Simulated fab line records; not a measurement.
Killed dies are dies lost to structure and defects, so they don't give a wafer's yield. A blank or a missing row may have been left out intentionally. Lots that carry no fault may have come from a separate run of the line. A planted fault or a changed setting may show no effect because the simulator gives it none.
Check for tools in common    flow nand harc    12 lots, 45 wafers sampled

## REASON FOR OPENING
On 3 of the 12 lots, a flag is raised at NHARC_P_M0_CD_MEAS_09 on the reading cd nm. Fault-free wafers read 89.9 nm, with a standard deviation of 0.61.
Rule: flag the lot when none of its wafers has a number, or when each of its wafers that has one lies beyond 4 standard deviations from that mean. The rest of the lots are taken to be sound.

lot   measured      on         cd nm (nm), wafer by wafer     flag
L549  day 6 17:22   cd sem-01  89.2 90.4 90.3                 
L550  day 7 06:01   cd sem-01  90.8 90.5 90.9                 
L555  day 8 23:38   cd sem-01  89.9 89.8 90.4                 
L556  day 9 14:10   cd sem-03  89.2 90.3 89.0                 
L557  day 9 18:29   cd sem-01  90.6 90.4 89.9                 
L558  day 10 18:07  cd sem-03  89.0 88.7 88.7                 
L560  day 11 01:40  cd sem-01  91.0 90.3 89.8                 
L561  day 12 08:00  cd sem-02  90.0 89.8 89.6                 
L568  day 14 06:34  cd sem-01  96.7 97.0 96.7 96.1 97.1 96.2  FLAGGED
L569  day 14 22:51  cd sem-01  98.4 97.8 97.9 97.8 97.6 97.8  FLAGGED
L570  day 15 03:04  cd sem-03  90.2 89.6 90.2                 
L571  day 15 14:28  cd sem-01  96.4 95.8 96.8 96.0 96.5 96.4  FLAGGED
The numbers of the flagged lots are 96.9 nm on average: +7.0 nm against the usual, or +12 standard deviations.

## TOOL THAT RAN EACH LOT
3 process steps preceding the reading are held in the record, out of 1302 steps in the route. Cell contents, in order: the tool; ch with the chambers the sampled wafers went through; the start.
lot   flag     NHARC_P_CONTACT_ETCH_36                        NHARC_P_CONTACT_CVD_23                    NHARC_P_M0_PEB_07
L549           rie diel-08 ch 1,2,3, day 6 16:26 or earlier   cvd w-01 ch 0,1, day 6 16:26 or earlier   litho track-01 ch 0, day 6 17:17
L550           rie diel-08 ch 0,2,3, day 7 05:07 or earlier   cvd w-02 ch 0,1, day 7 05:07 or earlier   litho track-04 ch 0, day 7 05:56
L555           rie diel-13 ch 0,2,3, day 8 22:43 or earlier   cvd w-02 ch 0,1, day 8 22:43 or earlier   litho track-04 ch 0, day 8 23:33
L556           rie diel-08 ch 2,3, day 9 13:16 or earlier     cvd w-01 ch 0,1, day 9 13:16 or earlier   litho track-06 ch 0, day 9 14:05
L557           rie diel-08 ch 0,1,2, day 9 17:33 or earlier   cvd w-02 ch 0,1, day 9 17:33 or earlier   litho track-06 ch 0, day 9 18:25
L558           rie diel-08 ch 1,2, day 10 17:13 or earlier    cvd w-01 ch 0,1, day 10 17:13 or earlier  litho track-06 ch 0, day 10 18:02
L560           rie diel-10 ch 0,1, day 11 00:46 or earlier    cvd w-02 ch 0, day 11 00:46 or earlier    litho track-06 ch 0, day 11 01:35
L561           rie diel-13 ch 0,1,3, day 12 07:05 or earlier  cvd w-01 ch 0,1, day 12 07:05 or earlier  litho track-06 ch 0, day 12 07:55
L568  FLAGGED  rie diel-08 ch 0,2,3, day 14 05:40 or earlier  cvd w-02 ch 0,1, day 14 05:40 or earlier  litho track-06 ch 0, day 14 06:29
L569  FLAGGED  rie diel-08 ch 0,1,3, day 14 21:57 or earlier  cvd w-01 ch 0,1, day 14 21:57 or earlier  litho track-06 ch 0, day 14 22:46
L570           rie diel-13 ch 0,2, day 15 02:10 or earlier    cvd w-02 ch 0,1, day 15 02:10 or earlier  litho track-04 ch 0, day 15 02:59
L571  FLAGGED  rie diel-10 ch 0,1,2, day 15 13:41 or earlier  cvd w-02 ch 0,1, day 15 13:41 or earlier  litho track-06 ch 0, day 15 14:23
What the steps here do:
- NHARC_P_CONTACT_ETCH_36: etches the open film in N2/H2, target depth 260 nm, time 406.25 s.
- NHARC_P_CONTACT_CVD_23: deposits W, target thk 200 nm, time 557 s.
- NHARC_P_M0_PEB_07: peb time 65 s.
- NHARC_P_M0_CD_MEAS_09: target cd 90 nm.

## FLAGGED AGAINST TOTAL, ONE TOOL AT A TIME (gauges that did the reading follow at the end)
step                     tool            lots run  flagged  share of the flagged lots  sound lots run after its first flagged lot
NHARC_P_CONTACT_ETCH_36  rie diel-08     7         2        some                       0
NHARC_P_CONTACT_ETCH_36  rie diel-10     2         1        some                       0
NHARC_P_CONTACT_ETCH_36  rie diel-13     3         0        none                       -
NHARC_P_CONTACT_CVD_23   cvd w-01        5         1        some                       0
NHARC_P_CONTACT_CVD_23   cvd w-02        7         2        some                       1 (L570)
NHARC_P_M0_PEB_07        litho track-01  1         0        none                       -
NHARC_P_M0_PEB_07        litho track-04  3         0        none                       -
NHARC_P_M0_PEB_07        litho track-06  8         3        all                        0
NHARC_P_M0_CD_MEAS_09    cd sem-01       8         3        all                        0
NHARC_P_M0_CD_MEAS_09    cd sem-02       1         0        none                       -
NHARC_P_M0_CD_MEAS_09    cd sem-03       3         0        none                       -
With no start given for some of its lots, NHARC_P_CONTACT_ETCH_36 uses the hours and lot order of NHARC_P_CONTACT_INSPECT_27. With no start given for some of its lots, NHARC_P_CONTACT_CVD_23 uses the hours and lot order of NHARC_P_CONTACT_INSPECT_27.

## WHAT THE TABLE PERMITS
2 rows of the table ran every flagged lot: litho track-06 at NHARC_P_M0_PEB_07, cd sem-01 at NHARC_P_M0_CD_MEAS_09.
- litho track-06 at NHARC_P_M0_PEB_07: 3 of its 8 lots flagged. A fault beginning between L561 (day 12 07:55), its last sound lot, and L568 (day 14 06:29), its first flagged one, fits the data. Its own readings (heater power total W, plate temp C) fall more than 4 standard deviations out on all wafers of the flagged lots.
- cd sem-01 at NHARC_P_M0_CD_MEAS_09: 3 of its 8 lots flagged. A fault beginning between L560 (day 11 01:40), its last sound lot, and L568 (day 14 06:34), its first flagged one, fits the data.
These 2 tools cannot be told apart by counting lots, since each of them fits a fault that started at some hour. More lots, or a look at what each step does to the wafer, might.

## WHAT WAS PUT IN BY THE SIMULATOR
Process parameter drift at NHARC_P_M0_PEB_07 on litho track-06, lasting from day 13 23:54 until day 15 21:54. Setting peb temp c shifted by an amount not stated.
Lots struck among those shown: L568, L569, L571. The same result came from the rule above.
